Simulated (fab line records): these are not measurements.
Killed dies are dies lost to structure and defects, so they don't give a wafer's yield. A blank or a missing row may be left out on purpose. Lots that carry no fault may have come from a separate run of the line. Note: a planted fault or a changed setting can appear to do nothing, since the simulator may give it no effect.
Lot-split experiment :: flow n5 finfet :: 21 wafers read across 7 lots, on a route 1938 steps long

== THE SPLIT ==
At N5_SDB_ALD_29 (deposits SiNx, target thk 30 nm, pulse time 1 s, ald cycles 600), the setting ald cycles was moved away from the recipe's 600 on 6 of the 21 wafers read, by -12.8% to +13.0%. All remaining wafers had this setting at the recipe value.

Reading taken at the split's own step.

== THE READING ==
SiNx_of_SDB_ALD_29.thk nm (the simulator's own value, which no gauge read), in nm, at N5_SDB_ALD_29 (deposits SiNx, target thk 30 nm, pulse time 1 s, ald cycles 600). The file gives no usual value for it. Here, 15 wafers ran the recipe; their average is 30.0 nm with a standard deviation of 0.11 nm.

wafer: L078.1
tool, chamber at the split: ald sin-03, 3
ald cycles as run: 678
against the recipe: +13.0%
SiNx_of_SDB_ALD_29.thk nm, nm: 33.8
against lot-mates on the recipe: +3.8

wafer: L078.4
tool, chamber at the split: ald sin-03, 0
ald cycles as run: 678
against the recipe: +13.0%
SiNx_of_SDB_ALD_29.thk nm, nm: 34
against lot-mates on the recipe: +4.0

wafer: L078.5
tool, chamber at the split: ald sin-03, 3
ald cycles as run: 600
against the recipe: recipe
SiNx_of_SDB_ALD_29.thk nm, nm: 30
against lot-mates on the recipe: -

wafer: L081.4
tool, chamber at the split: ald sin-04, 3,1,0
ald cycles as run: 600
against the recipe: recipe
SiNx_of_SDB_ALD_29.thk nm, nm: 30
against lot-mates on the recipe: -

wafer: L081.5
tool, chamber at the split: ald sin-04, 3,1,0
ald cycles as run: 600
against the recipe: recipe
SiNx_of_SDB_ALD_29.thk nm, nm: 30
against lot-mates on the recipe: -

wafer: L081.6
tool, chamber at the split: ald sin-04, 3,1,0
ald cycles as run: 600
against the recipe: recipe
SiNx_of_SDB_ALD_29.thk nm, nm: 30
against lot-mates on the recipe: -

wafer: L082.1
tool, chamber at the split: ald sin-03, 0
ald cycles as run: 600
against the recipe: recipe
SiNx_of_SDB_ALD_29.thk nm, nm: 30.2
against lot-mates on the recipe: -

wafer: L082.2
tool, chamber at the split: ald sin-03, 1,3
ald cycles as run: 600
against the recipe: recipe
SiNx_of_SDB_ALD_29.thk nm, nm: 30
against lot-mates on the recipe: -

wafer: L082.6
tool, chamber at the split: ald sin-03, 1,3
ald cycles as run: 600
against the recipe: recipe
SiNx_of_SDB_ALD_29.thk nm, nm: 30
against lot-mates on the recipe: -

wafer: L085.2
tool, chamber at the split: ald sin-02, 3
ald cycles as run: 600
against the recipe: recipe
SiNx_of_SDB_ALD_29.thk nm, nm: 29.8
against lot-mates on the recipe: -

wafer: L085.5
tool, chamber at the split: ald sin-02, 1,2
ald cycles as run: 600
against the recipe: recipe
SiNx_of_SDB_ALD_29.thk nm, nm: 30
against lot-mates on the recipe: -

wafer: L085.6
tool, chamber at the split: ald sin-02, 1,2
ald cycles as run: 600
against the recipe: recipe
SiNx_of_SDB_ALD_29.thk nm, nm: 30
against lot-mates on the recipe: -

wafer: L090.1
tool, chamber at the split: ald sin-04, 0
ald cycles as run: 523
against the recipe: -12.8%
SiNx_of_SDB_ALD_29.thk nm, nm: 26.2
against lot-mates on the recipe: -4.0

wafer: L090.3
tool, chamber at the split: ald sin-04, 2
ald cycles as run: 600
against the recipe: recipe
SiNx_of_SDB_ALD_29.thk nm, nm: 30.2
against lot-mates on the recipe: -

wafer: L090.5
tool, chamber at the split: ald sin-04, 0
ald cycles as run: 523
against the recipe: -12.8%
SiNx_of_SDB_ALD_29.thk nm, nm: 26
against lot-mates on the recipe: -4.2

wafer: L091.3
tool, chamber at the split: ald sin-04, 3
ald cycles as run: 526
against the recipe: -12.3%
SiNx_of_SDB_ALD_29.thk nm, nm: 26.2
against lot-mates on the recipe: -4.0

wafer: L091.4
tool, chamber at the split: ald sin-04, 1
ald cycles as run: 600
against the recipe: recipe
SiNx_of_SDB_ALD_29.thk nm, nm: 30.2
against lot-mates on the recipe: -

wafer: L091.6
tool, chamber at the split: ald sin-04, 1
ald cycles as run: 600
against the recipe: recipe
SiNx_of_SDB_ALD_29.thk nm, nm: 30.2
against lot-mates on the recipe: -

wafer: L094.1
tool, chamber at the split: ald sin-02, 2,1
ald cycles as run: 600
against the recipe: recipe
SiNx_of_SDB_ALD_29.thk nm, nm: 30
against lot-mates on the recipe: -

wafer: L094.2
tool, chamber at the split: ald sin-02, 2,1
ald cycles as run: 600
against the recipe: recipe
SiNx_of_SDB_ALD_29.thk nm, nm: 30
against lot-mates on the recipe: -

wafer: L094.4
tool, chamber at the split: ald sin-02, 3
ald cycles as run: 565
against the recipe: -5.8%
SiNx_of_SDB_ALD_29.thk nm, nm: 28.2
against lot-mates on the recipe: -1.8
When a row names more than one chamber, that row covers several wafers, and the file does not tell which wafer ran in which chamber.

THE FIT
A straight line over all 21 wafers: SiNx_of_SDB_ALD_29.thk nm changes by +0.304 nm for each +1% of ald cycles; r = +1.00; the points scatter about the line by 0.11 nm.
The same after taking each lot's own level away (the mean of its wafers on the recipe; 21 wafers): +0.312 nm for each +1%; r = +1.00; scatter 0.093 nm.
According to that fit, moving ald cycles by its largest amount changes the reading by 4.1 nm.
Measured against the standard deviation above, the lots' own levels, which go from 29.93 to 30.20 nm, span 2.5 times it.
The two slopes agree, so the slope changes little with the lot-to-lot level.
Check: with one of the wafers moved furthest among these (+13.0%) left out of the fit, the line predicts +4.1 nm for it against its lot-mates. Against them it came out at +3.8 nm.

== THESE WAFERS: OTHER SPLITS ==
Other splits were also applied to these wafers ahead of the reading. Each is held against what the fit with the lots' levels taken away leaves over:
other split on the same wafers: N5_ZERO_LAYER_COAT_05 spin rpm
wafers away from the commonest value: 3
r with SiNx_of_SDB_ALD_29.thk nm (lot level and that fit taken away): -0.18

other split on the same wafers: N5_ZERO_LAYER_PEB_09 peb time s
wafers away from the commonest value: as run: not given for these wafers
r with SiNx_of_SDB_ALD_29.thk nm (lot level and that fit taken away): -

other split on the same wafers: N5_WELL_APT_EXPOSE_05 dose mj
wafers away from the commonest value: 7
r with SiNx_of_SDB_ALD_29.thk nm (lot level and that fit taken away): -0.20

other split on the same wafers: N5_WELL_APT_COAT_19 spin rpm
wafers away from the commonest value: 8
r with SiNx_of_SDB_ALD_29.thk nm (lot level and that fit taken away): -0.10

other split on the same wafers: N5_DUMMY_GATE_COAT_35 spin rpm
wafers away from the commonest value: 6
r with SiNx_of_SDB_ALD_29.thk nm (lot level and that fit taken away): -0.08

other split on the same wafers: N5_DUMMY_GATE_COAT_28 spin rpm
wafers away from the commonest value: 8
r with SiNx_of_SDB_ALD_29.thk nm (lot level and that fit taken away): +0.02

other split on the same wafers: N5_SD_EPI_P_EXPOSE_06 dose mj
wafers away from the commonest value: 6
r with SiNx_of_SDB_ALD_29.thk nm (lot level and that fit taken away): +0.08

other split on the same wafers: N5_SD_EPI_P_DEVELOP_08 develop time s
wafers away from the commonest value: 11
r with SiNx_of_SDB_ALD_29.thk nm (lot level and that fit taken away): -0.11

other split on the same wafers: N5_SDB_ETCH_18 time s
wafers away from the commonest value: 5
r with SiNx_of_SDB_ALD_29.thk nm (lot level and that fit taken away): +0.18

== THE FILE'S OWN FIT ==
SiNx_of_SDB_ALD_29.thk nm changes by +0.314 nm for each +1% of ald cycles, r = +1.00.
